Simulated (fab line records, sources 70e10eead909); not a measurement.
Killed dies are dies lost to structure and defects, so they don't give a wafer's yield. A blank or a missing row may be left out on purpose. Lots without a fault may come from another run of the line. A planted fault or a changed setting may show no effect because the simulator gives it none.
fab line records | flow nand_harc
record lots=15 wafers=45 last_day=34
route steps=1302 shown A_CONTACT@1044
lots that met no fault: from a run of the same line without faults
start_h: hours from the record's first day to the start of the lot's first wafer shown | wait_h: hours since the lot's step before | " the same as in the row above | L1.1+2: a row that stands for several wafers | - no value, or no start given | * or withheld: withheld | < > ~ a bound
route shown NAME@n: a module of which the file shows steps, and the number in the route of the first | usual: mean/standard deviation of fault-free wafers | same: alike in all rows | chamber/n: place in a boat | sites: the reading at each site | _std_site: their standard deviation | _edge_site: outer sites' mean less inner sites' | radius_mm: how far each site lies from the wafer's centre | mask NAME#n: copy n | behind: the tool/chamber that last shaped the wafer | hold: why the lot was held/for how many hours/how that ended | device: the transistor (n, p or np) that didn't switch | end of line: the same wafers' tests at the end of the route | a step without rows: its recipe alone | killed: dies lost to structure and defects at the first sort, not the wafer's yield | map: a wafer's dies, x killed, . not, _ none there
set.NAME: the setting as run; set.NAME@STEP: as run at that earlier step | model.NAME: the simulator's own value behind a step, which no gauge read
steps of the route over a sample of lots; a table a step, a row a wafer
services: from which hour (start_h, from the record's first day; less than 0 if before it) a tool's chamber was out of use, for how many hours, and why
## steps
# step NHARC_A_CONTACT_ETCH_76
# recipe target_depth_a=2600 over_etch_frac=0.3 time_s=475.3 ion_energy_ev=200 n2_flow_sccm=150 h2_flow_sccm=150 ar_flow_sccm=0 rf_w=400 bias_w=150 chemistry=N2/H2
# usual bias_w=149.9/0.46 chamber_pressure_mTorr=30.003/0.028 drypump_motor_current_A=5.8/0.56 mfc_ar_sccm=0.011/0.012 oes_product_au=1.003/0.0083 rf_vpp_V=430/3.1 showerhead_plenum_p_Torr=2.03/0.11 throttle_valve_pct=14.170/0.01
# columns lot.wafer tool chamber start_h wait_h bias_w chamber_pressure_mTorr drypump_motor_current_A mfc_ar_sccm oes_product_au rf_hours_counter_h rf_vpp_V showerhead_plenum_p_Torr throttle_valve_pct
L850.4 rie_diel-02 3 - - 149.7 30.012 5.8 0.028 1.009 15 430 2.01 14.162
L850.2 " 0 " " 149.7 30.048 4.8 0.007 1.010 16 430 1.96 14.148
L850.1 " 1 " " 150.2 30.002 5.8 0 1.004 18 434 2.12 14.172
L849.3 rie_diel-02 0 - - 149.9 30.005 4.8 0.007 1.001 16 427 1.96 14.176
L849.1 " 1 " " 150.2 29.995 5.8 0 1.015 18 432 2.12 14.169
L849.4 " 2 " " 149.3 30.005 6.3 0 1.010 16 426 1.91 14.178
L852.4 rie_diel-02 0 - - 150.0 30.053 4.7 0.007 1.002 21 429 1.96 14.174
L852.3 " 2 " " 149.9 30.033 6.3 0 1.009 19 427 1.91 14.177
L852.1 " 3 " " 150.3 30.012 5.9 0.028 1.000 19 428 2.01 14.164
L855.4 rie_diel-02 1 - - 149.2 29.955 5.8 0 1.009 28 432 2.11 14.160
L855.6 " 1 " " 149.7 30.036 5.8 0 1.005 - 433 2.12 14.176
L855.5 " 2 " " 150.4 29.983 6.3 0 0.999 - 427 1.91 14.170
L854.4 rie_diel-05 0 - - 150.6 30.016 5.4 0.018 1.002 60 434 2.20 14.171
L854.3 " 1 " " 150.7 30.007 4.9 0.034 0.986 51 435 2.18 14.171
L854.6 " 0 " " 149.9 29.970 5.4 0.018 1.012 - 435 2.20 14.176
L856.2 rie_diel-06 1 - - 149.9 29.996 6.5 0.012 0.995 28 427 1.95 14.157
L856.1 " 3 " " 149.9 30.018 5.5 0.003 1.011 25 428 1.89 14.159
L856.5 " 0 " " 149.1 29.986 5.8 0.018 0.999 - 427 1.95 14.171
L858.3 rie_diel-02 2 - - 149.1 29.960 6.3 0 0.993 5 428 1.91 14.182
L858.1 " 3 " " 150.7 30.003 5.9 0.028 0.987 4 429 2.00 14.186
L858.5 " 2 " " 149.0 30.013 6.3 0 0.989 - 428 1.91 14.164
L861.1 rie_diel-02 1 - - 149.8 30.020 5.8 0 1.010 7 432 2.11 14.150
L861.5 " 1 " " 150.2 30.015 5.8 0 1.013 - 433 2.11 14.182
L861.6 " 2 " " 149.4 30.003 6.3 0 0.997 - 426 1.91 14.162
L859.3 rie_diel-05 3 - - 149.1 30.017 6.4 0.004 1.016 5 434 2.22 14.156
L859.2 " 0 " " 149.2 30.003 5.4 0.018 1.002 7 435 2.19 14.155
L859.6 " 2 " " 150.2 29.960 6.4 0 0.996 - 436 2.22 14.172
L860.2 rie_diel-05 1 - - 150.4 29.996 4.9 0.034 0.991 8 434 2.18 14.165
L860.3 " 3 " " 150.0 30.058 6.4 0.004 1.013 7 435 2.22 14.173
L860.6 " 0 " " 150.3 30.034 5.4 0.018 1.012 - 435 2.19 14.168
L862.1 rie_diel-06 1 - - 150.5 30.023 6.5 0.012 0.997 46 429 1.95 14.180
L862.2 " 2 " " 149.3 30.000 5.8 0.020 0.993 42 432 2.06 14.164
L862.5 " 0 " " 149.8 30.032 5.8 0.018 0.999 - 427 1.94 14.175
L864.3 rie_diel-02 0 - - 149.8 29.971 4.8 0.007 0.998 11 429 1.96 14.176
L864.4 " 2 " " 149.5 29.920 6.3 0 1.013 - 428 1.90 14.174
L864.5 " 0 " " 149.7 29.983 4.8 0.007 1.000 - 428 1.96 14.177
L865.3 rie_diel-02 2 - - 149.5 29.985 6.3 0 0.983 19 426 1.90 14.176
L865.2 " 0 " " 150.2 30.003 4.8 0.007 0.999 14 428 1.95 14.161
L865.5 " 2 " " 149.6 29.980 6.3 0 0.989 - 427 1.90 14.166
L866.3 rie_diel-02 2 - - 150.5 30.013 6.3 0 1.000 23 427 1.90 14.187
L866.6 " 0 " " 150.8 29.965 4.8 0.007 0.987 - 429 1.95 14.162
L866.5 " 1 " " 150.2 30.013 5.8 0 1.004 - 432 2.11 14.184
L872.3 rie_diel-06 0 - - 150.3 30.033 5.8 0.018 0.989 23 427 1.93 14.194
L872.2 " 2 " " 150.8 29.950 5.9 0.020 1.007 23 430 2.05 14.174
L872.6 " 1 " " 149.9 29.986 6.4 0.012 1.002 - 427 1.94 14.162
# step NHARC_A_CONTACT_ETCH_128
# recipe source_w=withheld pressure_mtorr=20 bias_v=3000 time_s=197 target_depth_a=19180 ar_flow_sccm=withheld c4f8_flow_sccm=withheld o2_flow_sccm=withheld chemistry=C4F8/O2/Ar
# usual chamber_pressure_mTorr=19.999/0.016 oes_air_line_au=0.998/0.021
# columns lot.wafer tool chamber start_h wait_h chamber_pressure_mTorr oes_air_line_au rf_hours_counter_h
L850.2 har_cap_etch-03 0 531.64 0.1 20.015 1.004 40
L850.1 " 1 " " 20.009 1.007 40
L850.4 " 1 " " 20.013 0.978 -
L849.1 har_cap_etch-02 0 532.30 0.1 20.009 1.036 89
L849.3 " 0 " " 19.997 1.028 -
L849.4 " 1 " " 20.025 1.001 -
L852.1 har_cap_etch-03 1 545.36 0.2 20.003 0.969 45
L852.3 " 1 " " 20.006 0.993 -
L852.4 " 0 " " 19.995 1.000 -
L855.4 har_cap_etch-02 0 572.38 0.1 19.998 0.985 -
L855.5 " 1 " " 19.984 0.985 -
L855.6 " 0 " " 20.024 1.004 -
L854.4 har_cap_etch-01 1 573.86 0.2 20.026 0.987 -
L854.3 " 0 " " 20.005 0.976 -
L854.6 " 0 " " 20.021 0.976 -
L856.1 har_cap_etch-02 1 588.03 0.1 20.007 1.036 104
L856.2 " 0 " " 20.001 0.995 104
L856.5 " 0 " " 19.986 0.991 -
L858.1 har_cap_etch-03 0 604.57 0.1 19.992 0.999 59
L858.3 " 0 " " 19.999 0.995 -
L858.5 " 1 " " 20.007 0.999 -
L859.2 har_cap_etch-03 0 613.80 0.2 19.969 1.060 61
L859.3 " 0 " " 20.003 1.009 -
L859.6 " 1 " " 20.022 0.993 -
L861.1 har_cap_etch-02 0 613.82 0.1 19.978 1.031 109
L861.6 " 1 " " 19.982 0.974 -
L861.5 " 0 " " 19.997 1.013 -
L860.2 har_cap_etch-03 1 619.31 0.2 19.974 0.981 63
L860.3 " 1 " " 20.000 0.985 -
L860.6 " 0 " " 19.990 1.001 -
L862.2 har_cap_etch-01 0 634.60 0.1 20.005 1.041 25
L862.1 " 1 " " 19.992 0.996 25
L862.5 " 0 " " 20.001 0.997 -
L864.3 har_cap_etch-03 0 649.59 0.1 - - -
L864.4 " 1 " " - - -
L864.5 " 0 " " - - -
L865.2 har_cap_etch-02 1 679.35 0.1 - - -
L865.3 " 1 " " - - -
L865.5 " 1 " " - - -
L866.3 har_cap_etch-02 1 686.38 0.1 - - -
L866.5 " 0 " " - - -
L866.6 " 1 " " - - -
L872.2 har_cap_etch-01 1 744.42 0.1 19.987 0.985 45
L872.3 " 1 " " 20.012 0.977 -
L872.6 " 0 " " 19.983 0.991 -
# step NHARC_A_CONTACT_ETCH_131
# recipe source_w=withheld pressure_mtorr=20 bias_v=3000 time_s=197 target_depth_a=19180 ar_flow_sccm=withheld c4f8_flow_sccm=withheld o2_flow_sccm=withheld chemistry=C4F8/O2/Ar
# usual chamber_pressure_mTorr=20.000/0.018 oes_air_line_au=0.999/0.023
# columns lot.wafer tool chamber start_h wait_h chamber_pressure_mTorr oes_air_line_au rf_hours_counter_h
L850.2 har_cap_etch-03 0 532.18 0.1 20.006 0.993 40
L850.1 " 1 " " 20.009 1.014 40
L850.4 " 1 " " 19.992 1.015 -
L849.1 har_cap_etch-02 0 532.83 0.1 20.019 1.013 90
L849.3 " 0 " " 19.983 1.000 -
L849.4 " 1 " " 20.030 1.018 -
L852.1 har_cap_etch-03 1 546.07 0.2 19.996 1.016 46
L852.3 " 1 " " 19.963 1.028 -
L852.4 " 0 " " 20.027 0.981 -
L855.4 har_cap_etch-02 0 572.91 0.1 20.013 1.007 -
L855.5 " 1 " " 19.996 1.022 -
L855.6 " 0 " " 19.990 0.960 -
L854.4 har_cap_etch-01 1 574.57 0.2 19.987 1.007 -
L854.3 " 0 " " 20.032 1.020 -
L854.6 " 0 " " 20.017 1.033 -
L856.1 har_cap_etch-02 1 588.56 0.1 19.990 1.015 104
L856.2 " 0 " " 20.002 1.031 104
L856.5 " 0 " " 20.001 1.011 -
L858.1 har_cap_etch-03 0 605.11 0.1 20.017 0.987 60
L858.3 " 0 " " 20.001 0.998 -
L858.5 " 1 " " 20.029 0.991 -
L859.2 har_cap_etch-03 0 614.33 0.1 20.003 0.972 61
L859.3 " 0 " " 20.003 0.988 -
L859.6 " 1 " " 20.022 0.985 -
L861.1 har_cap_etch-02 0 614.34 0.1 20.014 1.016 110
L861.6 " 1 " " 20.002 1.021 -
L861.5 " 0 " " 20.021 1.026 -
L860.2 har_cap_etch-03 1 620.02 0.2 20.007 1.020 63
L860.3 " 1 " " 20.020 1.001 -
L860.6 " 0 " " 20.000 1.022 -
L862.2 har_cap_etch-01 0 635.13 0.1 19.973 1.002 25
L862.1 " 1 " " 20.001 1.036 25
L862.5 " 0 " " 19.977 0.986 -
L864.3 har_cap_etch-03 0 650.12 0.1 19.970 0.977 -
L864.4 " 1 " " 20.004 1.005 -
L864.5 " 0 " " 19.987 0.979 -
L865.2 har_cap_etch-02 1 679.88 0.1 20.011 1.017 121
L865.3 " 1 " " 19.993 1.014 -
L865.5 " 1 " " 19.995 1.043 -
L866.3 har_cap_etch-02 1 686.90 0.1 19.996 0.944 -
L866.5 " 0 " " 20.005 0.995 -
L866.6 " 1 " " 20.024 1.021 -
L872.2 har_cap_etch-01 1 744.95 0.1 20.002 0.991 45
L872.3 " 1 " " 20.004 1.017 -
L872.6 " 0 " " 20.015 1.004 -
# step NHARC_A_CONTACT_ETCH_91
# recipe target_depth_a=400 over_etch_frac=0.5 time_s=85.7 ion_energy_ev=120 ch3f_flow_sccm=50 o2_flow_sccm=30 ar_flow_sccm=200 rf_w=500 bias_w=100 chemistry=CH3F/O2
# usual bias_w=100.0/0.3 ch3f_flow_sccm=50.01/0.15 drypump_motor_current_A=5.8/0.57 mfc_ar_sccm=200.0/0.61 oes_product_au=0.940/0.028 rf_vpp_V=244.4/2.1 showerhead_plenum_p_Torr=2.46/0.14 throttle_valve_pct=20.662/0.0099
# columns lot.wafer tool chamber start_h wait_h bias_w ch3f_flow_sccm drypump_motor_current_A mfc_ar_sccm oes_product_au rf_hours_counter_h rf_vpp_V showerhead_plenum_p_Torr throttle_valve_pct
L850.4 rie_diel-02 0 533.31 0.5 100.2 49.64 4.8 201.1 0.924 18 243.7 2.37 20.661
L850.2 " 2 " " 99.7 50.32 6.3 200.2 0.927 17 241.1 2.31 20.665
L850.1 " 3 " " 99.6 49.97 5.9 199.8 0.930 17 243.1 2.42 20.654
L849.1 rie_diel-05 2 533.97 0.7 99.9 49.87 6.4 200.7 0.916 50 242.0 2.27 20.684
L849.3 " 3 " " 99.9 50.04 6.4 200.0 0.933 47 242.9 2.28 20.669
L849.4 " 0 " " 100.3 50.12 5.4 200.0 0.930 46 246.8 2.64 20.660
L852.4 rie_diel-02 1 547.47 0.6 100.2 49.71 5.8 200.6 0.918 24 245.5 2.55 20.674
L852.1 " 2 " " 99.9 50.21 6.3 200.7 0.920 21 241.8 2.31 20.672
L852.3 " 3 " " 100.1 50.01 5.9 200.3 0.934 21 243.0 2.42 20.667
L855.4 rie_diel-05 1 573.97 0.5 100.4 50.16 5.0 200.4 0.919 51 246.7 2.62 20.655
L855.6 " 0 " " 100.3 49.95 5.4 201.0 0.938 - 245.9 2.63 20.666
L855.5 " 1 " " 100.1 49.94 4.9 200.6 0.929 - 247.3 2.62 20.667
L854.3 rie_diel-06 0 575.92 0.6 100.2 50.01 5.8 200.3 0.993 19 243.2 2.36 20.660
L854.4 " 3 " " 99.6 49.91 5.5 200.6 1.011 21 241.6 2.29 20.653
L854.6 " 1 " " 100.3 49.75 6.5 200.5 0.995 - 244.6 2.36 20.661
L856.1 rie_diel-06 0 589.70 0.7 100.2 49.99 5.8 200.3 0.928 25 243.1 2.36 20.654
L856.2 " 1 " " 100.3 50.22 6.5 199.7 0.922 30 242.7 2.36 20.671
L856.5 " 0 " " 100.0 50.08 5.8 199.2 0.918 - 240.2 2.36 20.653
L858.3 rie_diel-06 3 606.25 0.5 100.2 50.06 5.5 198.4 0.939 33 243.3 2.28 20.649
L858.1 " 2 " " 99.9 50.07 5.8 199.4 0.932 34 244.8 2.48 20.659
L858.5 " 0 " " 100.1 49.65 5.8 199.1 0.925 - 240.6 2.35 20.665
L861.1 rie_diel-05 0 615.48 0.7 100.4 50.05 5.4 199.5 0.927 8 247.1 2.63 20.657
L861.6 " 2 " " 99.9 50.09 6.4 199.7 0.935 - 246.6 2.66 20.652
L861.5 " 3 " " 100.1 49.96 6.4 200.3 0.933 - 247.4 2.66 20.675
L859.3 rie_diel-02 0 615.48 0.6 99.8 49.90 4.8 199.4 1.009 5 242.9 2.37 20.665
L859.2 " 1 " " 99.7 50.21 5.8 200.9 1.011 8 245.7 2.54 20.680
L859.6 " 1 " " 100.1 49.95 5.8 199.9 1.006 - 245.5 2.54 20.675
L860.3 rie_diel-02 0 621.62 0.8 99.8 50.06 4.8 201.0 0.924 6 242.8 2.37 20.652
L860.2 " 1 " " 100.2 50.07 5.8 200.3 0.925 9 247.5 2.54 20.645
L860.6 " 1 " " 100.3 50.09 5.8 200.1 0.936 - 244.4 2.54 20.680
L862.1 rie_diel-05 1 636.28 0.7 100.0 50.05 4.9 199.2 0.995 16 246.5 2.61 20.669
L862.2 " 0 " " 99.7 49.83 5.4 200.0 0.996 15 246.7 2.63 20.671
L862.5 " 1 " " 100.3 50.11 4.9 199.6 0.985 - 246.2 2.61 20.659
L864.4 rie_diel-06 0 651.20 0.5 100.2 50.11 5.8 200.3 0.923 49 243.2 2.35 20.651
L864.3 " 2 " " 100.0 50.17 5.8 200.9 0.927 49 243.5 2.48 20.673
L864.5 " 0 " " 100.2 49.92 5.8 200.4 0.928 - 243.7 2.35 20.644
L865.2 rie_diel-05 2 681.01 0.7 100.5 50.06 6.4 199.0 0.927 31 246.9 2.65 20.666
L865.3 " 0 " " 100.0 50.06 5.4 201.2 0.924 24 247.4 2.62 20.672
L865.5 " 3 " " 99.9 49.97 6.4 200.0 0.931 - 247.5 2.65 20.637
L866.3 rie_diel-05 1 687.97 0.5 100.5 50.12 5.0 199.8 0.988 34 247.5 2.60 20.669
L866.6 " 0 " " 99.6 49.87 5.4 200.8 0.999 - 245.6 2.62 20.640
L866.5 " 1 " " 100.1 49.85 4.9 199.7 0.995 - 245.5 2.60 20.663
L872.2 rie_diel-02 1 746.06 0.6 99.7 50.17 5.8 200.2 0.925 31 246.1 2.53 20.668
L872.3 " 3 " " 100.0 49.88 5.8 200.1 0.934 28 243.8 2.41 20.646
L872.6 " 1 " " 99.8 50.14 5.8 200.3 0.933 - 246.6 2.53 20.669
## services
# columns tool chamber start_h hours kind
rie_diel-06 0 512.20 5.7 repair
rie_diel-02 0 525.79 - clean
rie_diel-02 1 525.79 - clean
rie_diel-02 2 525.79 - clean
rie_diel-02 3 525.79 - clean
rie_diel-06 - 545.51 0.6 repair
rie_diel-02 0 550.62 - clean
rie_diel-02 1 550.62 - clean
rie_diel-02 2 550.62 - clean
rie_diel-02 3 550.62 - clean
rie_diel-02 - 571.20 9.0 pm
rie_diel-02 0 571.20 9.0 vent_cycle
rie_diel-02 1 571.20 9.0 vent_cycle
rie_diel-02 2 571.20 9.0 vent_cycle
rie_diel-05 - 583.68 9.0 pm
rie_diel-02 0 587.88 3.2 repair
rie_diel-02 3 609.61 14.8 repair
rie_diel-05 0 637.01 11.8 repair
rie_diel-02 1 642.23 10.7 repair
rie_diel-02 0 651.71 1.5 repair
rie_diel-06 - 661.27 9.0 pm
rie_diel-02 2 684.20 5.6 repair
rie_diel-05 2 713.97 2.4 repair
rie_diel-06 0 721.43 1.9 repair
## key
first_sign step=NHARC_A_CONTACT_ETCH_128 reading=tool_record direction=missing
effect none on later readings
met_at NHARC_A_CONTACT_ETCH_128
struck_lots L864,L865,L866
later_rows_left_out L864.3,L864.4,L864.5,L865.2,L865.3,L865.5,L866.3,L866.5,L866.6
sort_left_out L864.3,L864.4,L864.5,L865.2,L865.3,L865.5,L866.3,L866.5,L866.6
tester_left_out L864,L865,L866
not_acting_at NHARC_A_CONTACT_ETCH_76,NHARC_A_CONTACT_ETCH_131,NHARC_A_CONTACT_ETCH_91
onset_between 619.31 649.59
fault kind=skipped_step_whole tool=har_cap_etch-02,har_cap_etch-03 chamber=- onset_h=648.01 steps=NHARC_A_CONTACT_ETCH_128 scope=struck_lots_only
# tester_left_out: of these lots the tester's yield and bins aren't shown, on N5 and GAA mostly nor the transistor test; their killed dies are dies lost to structure and defects alone, not to doping, threshold or leakage, so they don't give the yield
# sort_left_out: the simulated sort isn't trusted on such a fault, so these wafers' sort isn't shown, and their yield isn't known
# later_rows_left_out: the simulator's readings of these wafers behind a module that went badly wrong aren't trusted and aren't shown, but for the sort
